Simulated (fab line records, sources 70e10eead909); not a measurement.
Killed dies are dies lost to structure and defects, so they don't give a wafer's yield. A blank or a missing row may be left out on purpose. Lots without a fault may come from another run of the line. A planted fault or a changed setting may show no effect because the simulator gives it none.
Which tool did it? | flow nand_harc | 24 lots, 72 wafers sampled, at 6 steps of a route of 1302

WHAT THE GAUGES READ, wafer by wafer
The record holds no reading of a measuring or inspecting step that can be judged against a usual standard deviation.

WHICH TOOL RAN EACH LOT (tool, then ch and the chambers of the sampled wafers, then the start)
lot  | NHARC_A_STAIRCASE_TRIM_233                    | NHARC_A_STAIRCASE_ETCH_234                    | NHARC_A_STAIRCASE_ETCH_236                    | NHARC_A_STAIRCASE_DESCUM_270       | NHARC_A_STAIRCASE_ETCH_294                    | NHARC_A_STAIRCASE_DESCUM_312
L074 | rie_diel-01 ch 1,2, day 15 19:58 or earlier   | rie_diel-01 ch 1,2, day 15 19:58 or earlier   | rie_diel-01 ch 2,3, day 15 19:58 or earlier   | rie_diel-06 ch 1,2,3, day 15 19:58 | rie_diel-05 ch 0,1, day 16 08:07 or earlier   | rie_diel-01 ch 1,2, day 16 08:07
L075 | rie_diel-06 ch 2,3, day 16 17:52 or earlier   | rie_diel-06 ch 1,3, day 16 17:52 or earlier   | rie_diel-06 ch 0,1,3, day 16 17:52 or earlier | rie_diel-06 ch 0,2,3, day 16 17:52 | rie_diel-05 ch 0,2, day 17 07:53 or earlier   | rie_diel-01 ch 0,1,2, day 17 07:53
L076 | rie_diel-01 ch 2,3, day 16 22:07 or earlier   | rie_diel-01 ch 0,2,3, day 16 22:07 or earlier | rie_diel-01 ch 0,2,3, day 16 22:07 or earlier | rie_diel-06 ch 2,3, day 16 22:07   | rie_diel-05 ch 0,1,2, day 17 09:18 or earlier | rie_diel-01 ch 0,1, day 17 09:18
L077 | rie_diel-05 ch 0,1,2, day 17 05:56 or earlier | rie_diel-05 ch 0,2,3, day 17 05:56 or earlier | rie_diel-05 ch 0,1,3, day 17 05:56 or earlier | rie_diel-05 ch 0,2,3, day 17 05:56 | rie_diel-01 ch 0,1, day 17 18:40 or earlier   | rie_diel-05 ch 1,3, day 17 18:40
L078 | rie_diel-05 ch 0,1,2, day 18 03:26 or earlier | rie_diel-05 ch 0,1,3, day 18 03:26 or earlier | rie_diel-05 ch 0,2,3, day 18 03:26 or earlier | rie_diel-06 ch 1,2,3, day 18 03:26 | rie_diel-01 ch 0,1,3, day 18 17:24 or earlier | rie_diel-05 ch 0,1,3, day 18 17:24
L079 | rie_diel-01 ch 0,3, day 18 10:27 or earlier   | rie_diel-01 ch 0,1, day 18 10:27 or earlier   | rie_diel-01 ch 0,2, day 18 10:27 or earlier   | rie_diel-05 ch 0,2, day 18 10:27   | rie_diel-06 ch 0,1,3, day 18 22:21 or earlier | rie_diel-01 ch 0,1, day 18 22:21
L080 | rie_diel-05 ch 1,3, day 19 00:04 or earlier   | rie_diel-05 ch 0,1, day 19 00:04 or earlier   | rie_diel-05 ch 0,2, day 19 00:04 or earlier   | rie_diel-01 ch 1,2, day 19 00:04   | rie_diel-05 ch 0,2, day 19 14:07 or earlier   | rie_diel-06 ch 0,3, day 19 14:07
L081 | rie_diel-01 ch 0,1,3, day 19 10:48 or earlier | rie_diel-01 ch 0,3, day 19 10:48 or earlier   | rie_diel-01 ch 1,2, day 19 10:48 or earlier   | rie_diel-06 ch 0,2, day 19 10:48   | rie_diel-06 ch 0,2,3, day 19 21:52 or earlier | rie_diel-01 ch 0,2,3, day 19 21:52
L082 | rie_diel-05 ch 0,2,3, day 19 12:39 or earlier | rie_diel-05 ch 0,2,3, day 19 12:39 or earlier | rie_diel-05 ch 0,2,3, day 19 12:39 or earlier | rie_diel-05 ch 0,3, day 19 12:39   | rie_diel-01 ch 0,3, day 20 00:56 or earlier   | rie_diel-05 ch 1,2,3, day 20 00:56
L083 | rie_diel-05 ch 0,1,2, day 19 22:01 or earlier | rie_diel-05 ch 0,2,3, day 19 22:01 or earlier | rie_diel-05 ch 0,1,2, day 19 22:01 or earlier | rie_diel-05 ch 0,2,3, day 19 22:01 | rie_diel-06 ch 0,1,2, day 20 14:34 or earlier | rie_diel-05 ch 1,2,3, day 20 14:34
L085 | rie_diel-05 ch 2,3, day 20 14:55 or earlier   | rie_diel-05 ch 0,2,3, day 20 14:55 or earlier | rie_diel-05 ch 2,3, day 20 14:55 or earlier   | rie_diel-06 ch 1,2, day 20 14:55   | rie_diel-06 ch 0,3, day 21 02:25 or earlier   | rie_diel-05 ch 0,1, day 21 02:25
L084 | rie_diel-01 ch 1,3, day 20 16:43 or earlier   | rie_diel-01 ch 0,2,3, day 20 16:43 or earlier | rie_diel-01 ch 2,3, day 20 16:43 or earlier   | rie_diel-06 ch 0,3, day 20 16:43   | rie_diel-01 ch 1,2, day 21 10:03 or earlier   | rie_diel-05 ch 1,3, day 21 10:03
L086 | rie_diel-01 ch 0,1,2, day 20 22:56 or earlier | rie_diel-01 ch 0,1, day 20 22:56 or earlier   | rie_diel-01 ch 0,1,2, day 20 22:56 or earlier | rie_diel-05 ch 1,2,3, day 20 22:56 | rie_diel-01 ch 1,3, day 21 16:04 or earlier   | rie_diel-01 ch 1,2, day 21 16:04
L088 | rie_diel-06 ch 1,3, day 22 09:01 or earlier   | rie_diel-06 ch 0,1, day 22 09:01 or earlier   | rie_diel-06 ch 0,1,3, day 22 09:01 or earlier | rie_diel-05 ch 0,2,3, day 22 09:01 | rie_diel-01 ch 0,2, day 22 23:56 or earlier   | rie_diel-05 ch 1,2, day 22 23:56
L087 | rie_diel-06 ch 0,2,3, day 22 11:20 or earlier | rie_diel-06 ch 0,1,3, day 22 11:20 or earlier | rie_diel-06 ch 0,3, day 22 11:20 or earlier   | rie_diel-05 ch 1,2,3, day 22 11:20 | rie_diel-06 ch 2,3, day 23 03:17 or earlier   | rie_diel-06 ch 0,3, day 23 03:17
L089 | rie_diel-05 ch 0,1,2, day 22 15:18 or earlier | rie_diel-05 ch 0,1,2, day 22 15:18 or earlier | rie_diel-05 ch 0,2, day 22 15:18 or earlier   | rie_diel-06 ch 0,1,2, day 22 15:18 | rie_diel-05 ch 0,1, day 23 03:37 or earlier   | rie_diel-01 ch 0,1,2, day 23 03:37
L091 | rie_diel-01 ch 1,2,3, day 23 01:17 or earlier | rie_diel-01 ch 0,2,3, day 23 01:17 or earlier | rie_diel-01 ch 1,2, day 23 01:17 or earlier   | rie_diel-01 ch 1,2, day 23 01:17   | rie_diel-06 ch 0,2,3, day 23 13:00 or earlier | rie_diel-05 ch 0,2, day 23 13:00
L090 | rie_diel-05 ch 0,2,3, day 23 01:39 or earlier | rie_diel-05 ch 0,1,3, day 23 01:39 or earlier | rie_diel-05 ch 0,1,3, day 23 01:39 or earlier | rie_diel-06 ch 1,2, day 23 01:39   | rie_diel-01 ch 0,1,2, day 23 13:33 or earlier | rie_diel-01 ch 0,1,2, day 23 13:33
L092 | rie_diel-05 ch 1,2, day 23 23:58 or earlier   | rie_diel-05 ch 1,2,3, day 23 23:58 or earlier | rie_diel-05 ch 1,2,3, day 23 23:58 or earlier | rie_diel-01 ch 2,3, day 23 23:58   | rie_diel-05 ch 0,2,3, day 24 14:41 or earlier | rie_diel-05 ch 1,2,3, day 24 14:41
L093 | rie_diel-01 ch 1,2,3, day 24 02:43 or earlier | rie_diel-01 ch 0,1,3, day 24 02:43 or earlier | rie_diel-01 ch 1,2,3, day 24 02:43 or earlier | rie_diel-06 ch 0,2,3, day 24 02:43 | rie_diel-06 ch 0,1,3, day 24 18:44 or earlier | rie_diel-05 ch 1,2,3, day 24 18:44
L094 | rie_diel-05 ch 1,2, day 24 18:50 or earlier   | rie_diel-05 ch 0,1,3, day 24 18:50 or earlier | rie_diel-05 ch 0,1, day 24 18:50 or earlier   | rie_diel-05 ch 0,2,3, day 24 18:50 | rie_diel-01 ch 0,3, day 25 07:28 or earlier   | rie_diel-01 ch 0,3, day 25 07:28
L095 | rie_diel-06 ch 0,1,2, day 24 19:02 or earlier | rie_diel-06 ch 2,3, day 24 19:02 or earlier   | rie_diel-06 ch 0,2, day 24 19:02 or earlier   | rie_diel-01 ch 0,1,2, day 24 19:02 | rie_diel-05 ch 0,3, day 25 07:18 or earlier   | rie_diel-05 ch 0,1,3, day 25 07:18
L096 | rie_diel-05 ch 1,2,3, day 25 14:22 or earlier | rie_diel-05 ch 0,1, day 25 14:22 or earlier   | rie_diel-05 ch 0,2,3, day 25 14:22 or earlier | rie_diel-06 ch 1,2,3, day 25 14:22 | rie_diel-06 ch 1,3, day 26 02:36 or earlier   | rie_diel-01 ch 0,1,3, day 26 02:36
L097 | rie_diel-01 ch 2,3, day 26 01:51 or earlier   | rie_diel-01 ch 0,1,3, day 26 01:51 or earlier | rie_diel-01 ch 0,1,3, day 26 01:51 or earlier | rie_diel-05 ch 0,1, day 26 01:51   | rie_diel-05 ch 2,3, day 26 15:12 or earlier   | rie_diel-05 ch 0,1,3, day 26 15:12
- NHARC_A_STAIRCASE_TRIM_233: chemistry O2, time 211.2 s.
- NHARC_A_STAIRCASE_ETCH_234: etches the open film in C4F8/O2, target depth 100 nm, time 40.5 s.
- NHARC_A_STAIRCASE_ETCH_236: etches the open film in C4F8/O2, target depth 100 nm, time 40.5 s.
- NHARC_A_STAIRCASE_DESCUM_270: chemistry O2, time 3 s.
- NHARC_A_STAIRCASE_ETCH_294: etches the open film in C4F8/O2/Ar, target depth 4989 nm, time 1211.6 s.
- NHARC_A_STAIRCASE_DESCUM_312: chemistry O2, time 3 s.

WHAT THE TOOLS THEMSELVES READ (means of the sampled wafers that have a number; where no wafer has one, the mark that the record gives instead)
NHARC_A_STAIRCASE_TRIM_233.
lot  | tool        | drypump_motor_current_A (A) | oes_product_au (a.u.) | rf_vpp_V (V) | showerhead_plenum_p_Torr (Torr) | throttle_valve_pct (%)
L074 | rie_diel-01 | 6.0                         | 1.001                 | 57.1         | 3.54                            | 17.029
L075 | rie_diel-06 | 6.0                         | 0.994                 | 57.4         | 3.37                            | 17.034
L076 | rie_diel-01 | 5.4                         | 0.990                 | 57.4         | 3.46                            | 17.027
L077 | rie_diel-05 | 5.5                         | 0.998                 | 57.8         | 3.43                            | 17.035
L078 | rie_diel-05 | 5.5                         | 1.003                 | 58.1         | 3.42                            | 17.037
L079 | rie_diel-01 | 5.3                         | 1.001                 | 58.2         | 3.46                            | 17.038
L080 | rie_diel-05 | 4.9                         | 1.011                 | 58.6         | 3.67                            | 17.030
L081 | rie_diel-01 | 5.7                         | 0.998                 | 56.9         | 3.48                            | 17.024
L082 | rie_diel-05 | 5.5                         | 0.994                 | 58.0         | 3.56                            | 17.039
L083 | rie_diel-05 | 5.5                         | 1.003                 | 58.0         | 3.42                            | 17.035
L085 | rie_diel-05 | 5.8                         | 0.990                 | 57.8         | 3.54                            | 17.038
L084 | rie_diel-01 | 6.1                         | 1.010                 | 57.8         | 3.49                            | 17.033
L086 | rie_diel-01 | 6.0                         | 0.997                 | 57.6         | 3.52                            | 17.037
L088 | rie_diel-06 | 5.8                         | 0.997                 | 58.2         | 3.66                            | 17.029
L087 | rie_diel-06 | 5.7                         | 0.996                 | 57.5         | 3.64                            | 17.037
L089 | rie_diel-05 | 5.5                         | 1.009                 | 57.4         | 3.41                            | 17.034
L091 | rie_diel-01 | 5.8                         | 0.990                 | 56.7         | 3.46                            | 17.036
L090 | rie_diel-05 | 5.5                         | 0.990                 | 57.9         | 3.55                            | 17.034
L092 | rie_diel-05 | 5.3                         | 1.011                 | 57.5         | 3.37                            | 17.029
L093 | rie_diel-01 | 5.8                         | 0.990                 | 57.7         | 3.45                            | 17.042
L094 | rie_diel-05 | 5.3                         | 1.006                 | 56.8         | 3.37                            | 17.037
L095 | rie_diel-06 | 5.4                         | 1.002                 | 58.5         | 3.56                            | 17.042
L096 | rie_diel-05 | 5.3                         | 0.999                 | 57.2         | 3.50                            | 17.043
L097 | rie_diel-01 | 5.2                         | 0.998                 | 57.3         | 3.38                            | 17.035

NHARC_A_STAIRCASE_ETCH_234.
lot  | tool        | oes_product_au (a.u.) | rf_vpp_V (V)
L074 | rie_diel-01 | 0.944                 | 896
L075 | rie_diel-06 | 0.949                 | 896
L076 | rie_diel-01 | 0.942                 | 894
L077 | rie_diel-05 | 0.941                 | 891
L078 | rie_diel-05 | 0.945                 | 891
L079 | rie_diel-01 | 0.950                 | 897
L080 | rie_diel-05 | 0.963                 | 892
L081 | rie_diel-01 | 0.957                 | 894
L082 | rie_diel-05 | 0.931                 | 898
L083 | rie_diel-05 | 0.941                 | 897
L085 | rie_diel-05 | 0.943                 | 897
L084 | rie_diel-01 | 0.936                 | 893
L086 | rie_diel-01 | 0.945                 | 896
L088 | rie_diel-06 | 0.941                 | 901
L087 | rie_diel-06 | 0.943                 | 901
L089 | rie_diel-05 | 0.941                 | 892
L091 | rie_diel-01 | 0.935                 | 892
L090 | rie_diel-05 | 0.948                 | 897
L092 | rie_diel-05 | 0.940                 | 896
L093 | rie_diel-01 | 0.952                 | 894
L094 | rie_diel-05 | 0.943                 | 896
L095 | rie_diel-06 | 0.935                 | 897
L096 | rie_diel-05 | 0.944                 | 892
L097 | rie_diel-01 | 0.944                 | 894

NHARC_A_STAIRCASE_ETCH_236.
lot  | tool        | oes_product_au (a.u.) | rf_vpp_V (V)
L074 | rie_diel-01 | 0.941                 | 891
L075 | rie_diel-06 | 0.941                 | 896
L076 | rie_diel-01 | 0.941                 | 895
L077 | rie_diel-05 | 0.942                 | 891
L078 | rie_diel-05 | 0.953                 | 891
L079 | rie_diel-01 | 0.940                 | 895
L080 | rie_diel-05 | 0.940                 | 893
L081 | rie_diel-01 | 0.937                 | 896
L082 | rie_diel-05 | 0.937                 | 897
L083 | rie_diel-05 | 0.941                 | 892
L085 | rie_diel-05 | 0.940                 | 901
L084 | rie_diel-01 | 0.923                 | 891
L086 | rie_diel-01 | 0.951                 | 896
L088 | rie_diel-06 | 0.947                 | 902
L087 | rie_diel-06 | 0.957                 | 904
L089 | rie_diel-05 | 0.936                 | 893
L091 | rie_diel-01 | 0.942                 | 895
L090 | rie_diel-05 | 0.947                 | 896
L092 | rie_diel-05 | 0.947                 | 895
L093 | rie_diel-01 | 0.946                 | 894
L094 | rie_diel-05 | 0.944                 | 891
L095 | rie_diel-06 | 0.953                 | 896
L096 | rie_diel-05 | 0.934                 | 896
L097 | rie_diel-01 | 0.951                 | 893

NHARC_A_STAIRCASE_DESCUM_270.
lot  | tool        | drypump_motor_current_A (A) | oes_product_au (a.u.) | rf_vpp_V (V) | showerhead_plenum_p_Torr (Torr) | throttle_valve_pct (%)
L074 | rie_diel-06 | 5.7                         | 0.997                 | 57.3         | 1.88                            | 11.312
L075 | rie_diel-06 | 5.7                         | 0.997                 | 57.7         | 1.89                            | 11.314
L076 | rie_diel-06 | 6.0                         | 1.001                 | 58.4         | 1.82                            | 11.311
L077 | rie_diel-05 | 5.5                         | 0.989                 | 59.0         | 1.83                            | 11.310
L078 | rie_diel-06 | 5.6                         | 0.998                 | 57.4         | 1.88                            | 11.311
L079 | rie_diel-05 | 6.0                         | 0.995                 | 57.2         | 1.86                            | 11.310
L080 | rie_diel-01 | 6.4                         | 1.001                 | 57.4         | 1.92                            | 11.315
L081 | rie_diel-06 | 5.4                         | 1.007                 | 58.0         | 1.95                            | 11.314
L082 | rie_diel-05 | 5.0                         | 0.993                 | 58.5         | 2.01                            | 11.318
L083 | rie_diel-05 | 5.5                         | 0.990                 | 57.9         | 1.93                            | 11.314
L085 | rie_diel-06 | 5.2                         | 0.990                 | 57.5         | 1.90                            | 11.310
L084 | rie_diel-06 | 6.2                         | 0.988                 | 57.7         | 1.84                            | 11.315
L086 | rie_diel-05 | 5.3                         | 0.994                 | 58.5         | 1.91                            | 11.318
L088 | rie_diel-05 | 5.5                         | 0.989                 | 57.6         | 1.93                            | 11.320
L087 | rie_diel-05 | 5.3                         | 1.001                 | 57.5         | 1.91                            | 11.307
L089 | rie_diel-06 | 5.4                         | 1.001                 | 57.3         | 1.94                            | 11.307
L091 | rie_diel-01 | 6.0                         | 0.990                 | 57.8         | 1.90                            | 11.314
L090 | rie_diel-06 | 5.2                         | 1.005                 | 57.3         | 1.90                            | 11.304
L092 | rie_diel-01 | 5.4                         | 0.984                 | 57.6         | 1.86                            | 11.303
L093 | rie_diel-06 | 5.7                         | 1.005                 | 58.0         | 1.97                            | 11.312
L094 | rie_diel-05 | 5.5                         | 0.987                 | 57.6         | 1.92                            | 11.308
L095 | rie_diel-01 | 6.0                         | 1.003                 | 58.2         | 1.90                            | 11.313
L096 | rie_diel-06 | 5.7                         | 0.996                 | 57.6         | 1.96                            | 11.312
L097 | rie_diel-05 | 5.1                         | 1.000                 | 57.9         | 1.84                            | 11.301

NHARC_A_STAIRCASE_ETCH_294.
lot  | tool        | oes_product_au (a.u.) | rf_vpp_V (V)
L074 | rie_diel-05 | 0.939                 | 1819
L075 | rie_diel-05 | 0.937                 | 1820
L076 | rie_diel-05 | 0.925                 | 1820
L077 | rie_diel-01 | 0.932                 | 1829
L078 | rie_diel-01 | 0.930                 | 1824
L079 | rie_diel-06 | 0.924                 | 1827
L080 | rie_diel-05 | 0.923                 | 1820
L081 | rie_diel-06 | 0.930                 | 1823
L082 | rie_diel-01 | 0.927                 | 1818
L083 | rie_diel-06 | 0.943                 | 1831
L085 | rie_diel-06 | 0.931                 | 1827
L084 | rie_diel-01 | 0.926                 | 1827
L086 | rie_diel-01 | 0.940                 | 1823
L088 | rie_diel-01 | 0.925                 | 1825
L087 | rie_diel-06 | 0.939                 | 1838
L089 | rie_diel-05 | 0.928                 | 1819
L091 | rie_diel-06 | 0.925                 | 1835
L090 | rie_diel-01 | 0.919                 | 1827
L092 | rie_diel-05 | 0.930                 | 1827
L093 | rie_diel-06 | 0.932                 | 1837
L094 | rie_diel-01 | 0.955                 | 1820
L095 | rie_diel-05 | 0.928                 | 1829
L096 | rie_diel-06 | 0.938                 | 1841
L097 | rie_diel-05 | 0.923                 | 1836

NHARC_A_STAIRCASE_DESCUM_312.
lot  | tool        | drypump_motor_current_A (A) | oes_product_au (a.u.) | rf_vpp_V (V) | showerhead_plenum_p_Torr (Torr) | throttle_valve_pct (%)
L074 | rie_diel-01 | 6.0                         | 1.005                 | 57.3         | 1.91                            | 11.301
L075 | rie_diel-01 | 6.0                         | 0.995                 | 58.2         | 1.92                            | 11.304
L076 | rie_diel-01 | 6.3                         | 1.005                 | 57.1         | 1.93                            | 11.313
L077 | rie_diel-05 | 4.9                         | 0.985                 | 57.4         | 1.79                            | 11.312
L078 | rie_diel-05 | 5.0                         | 1.005                 | 58.0         | 1.93                            | 11.324
L079 | rie_diel-01 | 5.9                         | 0.998                 | 57.7         | 1.92                            | 11.308
L080 | rie_diel-06 | 6.2                         | 1.004                 | 56.7         | 1.85                            | 11.317
L081 | rie_diel-01 | 5.4                         | 0.987                 | 58.0         | 1.87                            | 11.317
L082 | rie_diel-05 | 5.3                         | 0.996                 | 58.5         | 1.91                            | 11.311
L083 | rie_diel-05 | 5.3                         | 0.994                 | 57.7         | 1.91                            | 11.312
L085 | rie_diel-05 | 5.1                         | 1.005                 | 58.3         | 1.85                            | 11.303
L084 | rie_diel-05 | 4.8                         | 1.012                 | 58.9         | 1.90                            | 11.310
L086 | rie_diel-01 | 6.0                         | 0.992                 | 57.8         | 1.90                            | 11.315
L088 | rie_diel-05 | 5.3                         | 1.006                 | 58.4         | 1.83                            | 11.305
L087 | rie_diel-06 | 5.9                         | 1.001                 | 58.9         | 2.01                            | 11.308
L089 | rie_diel-01 | 6.0                         | 0.994                 | 57.2         | 1.90                            | 11.320
L091 | rie_diel-05 | 5.6                         | 0.994                 | 57.2         | 1.86                            | 11.312
L090 | rie_diel-01 | 6.0                         | 1.004                 | 57.6         | 1.90                            | 11.311
L092 | rie_diel-05 | 5.3                         | 0.992                 | 57.3         | 1.90                            | 11.308
L093 | rie_diel-05 | 5.4                         | 1.004                 | 57.3         | 1.90                            | 11.306
L094 | rie_diel-01 | 5.1                         | 1.003                 | 57.3         | 1.83                            | 11.307
L095 | rie_diel-05 | 5.0                         | 1.003                 | 57.5         | 1.91                            | 11.309
L096 | rie_diel-01 | 5.7                         | 1.000                 | 57.2         | 1.87                            | 11.304
L097 | rie_diel-05 | 5.0                         | 0.996                 | 58.5         | 1.91                            | 11.311

THE ANSWER, worked out from the rows above alone
Rule: what is usual is taken from the lots themselves. Put in order of their means at a reading, lots are off if they are a third of the lots or fewer, leave a main group of 4 or more, and stand apart from it by a gap of 3 or more times the standard deviation of the main group's means; of several such gaps the widest counts. A main group whose means are all the same, to the digits that the tables above print for the reading, isn't used. A lot without any number at a reading at which 4 lots or more have one is off too. The other lots that the step has rows for count as sound. The gauges are gone through in route order, then the tools' own readings, and for those a lot's mean is taken as printed above. The first step at which some lot is off is used, and at that step the reading that is off furthest; a lot without a number counts as furthest.
No lot is off at any reading shown: from this, nothing can be told.

WHAT THE SIMULATOR HAD PUT IN
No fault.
